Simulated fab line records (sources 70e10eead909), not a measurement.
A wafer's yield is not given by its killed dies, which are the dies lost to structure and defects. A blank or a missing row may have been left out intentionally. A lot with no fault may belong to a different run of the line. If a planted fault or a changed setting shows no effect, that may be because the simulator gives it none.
Chamber matching + flow nand harc + cmp-03 running NHARC_P_CONTACT_CMP_24: 4 sister chambers
The step polishes, t overpolish 30 s, target thk 200 nm. 7 wafers are shown with their chamber, then 8 later ones without.

WAFERS PAIRED WITH THEIR CHAMBERS
| wafer  | chamber | motor current A (A) | edge zone pressure frac |
|--------|---------|---------------------|-------------------------|
| L074.5 | 2       | 11.7                | 1.006                   |
| L082.5 | 3       | 12.6                | 1.005                   |
| L083.5 | 0       | 10.9                | 0.997                   |
| L083.6 | 3       | 12.6                | 1.008                   |
| L087.2 | 0       | 11.7                | 0.991                   |
| L087.6 | 1       | 11.1                | 1.002                   |
| L090.1 | 1       | 11.3                | 0.993                   |

WAFERS WHOSE CHAMBER IS MISSING
| wafer  | motor current A (A) | edge zone pressure frac |
|--------|---------------------|-------------------------|
| L090.2 | 11.7                | 1.000                   |
| L090.6 | 11.4                | 1.004                   |
| L094.1 | 12.4                | 0.999                   |
| L094.4 | 11.3                | 0.993                   |
| L094.5 | 12.0                | 0.996                   |
| L096.1 | 11.3                | 1.004                   |
| L096.3 | 11.3                | 1.007                   |
| L096.4 | 11.9                | 1.005                   |

CHAMBER TAKEN BY EACH
| wafer  | from the rows above               | in truth |
|--------|-----------------------------------|----------|
| L090.2 | can't be placed: 2 or 1 or 0 or 3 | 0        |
| L090.6 | can't be placed: 2 or 1 or 0      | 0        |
| L094.1 | can't be placed: 3 or 2 or 0 or 1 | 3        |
| L094.4 | can't be placed: 0 or 1           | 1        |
| L094.5 | can't be placed: 0 or 2 or 1 or 3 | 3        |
| L096.1 | can't be placed: 2 or 1 or 0      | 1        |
| L096.3 | can't be placed: 2 or 1 or 0      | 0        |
| L096.4 | can't be placed: 2 or 3           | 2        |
0 of 8 placed correctly. Cannot be placed on the basis of these rows: 8; the candidates contain the true chamber in 8. Wrongly placed: 0.
How it was worked out, from the rows above alone: a wafer's distance from a chamber is the root of the sum, over the readings, of the square of ((its reading less the chamber's mean) divided by the reading's scatter). If the next closest chamber is less than 2 further off than the closest, the wafer can't be placed; otherwise it belongs to the closest. Each chamber's mean is taken over the wafers shown for it. The scatter is the square root of a quotient: the sum, over the shown wafers, of each reading's squared deviation from its chamber's mean, divided by wafers minus chambers.
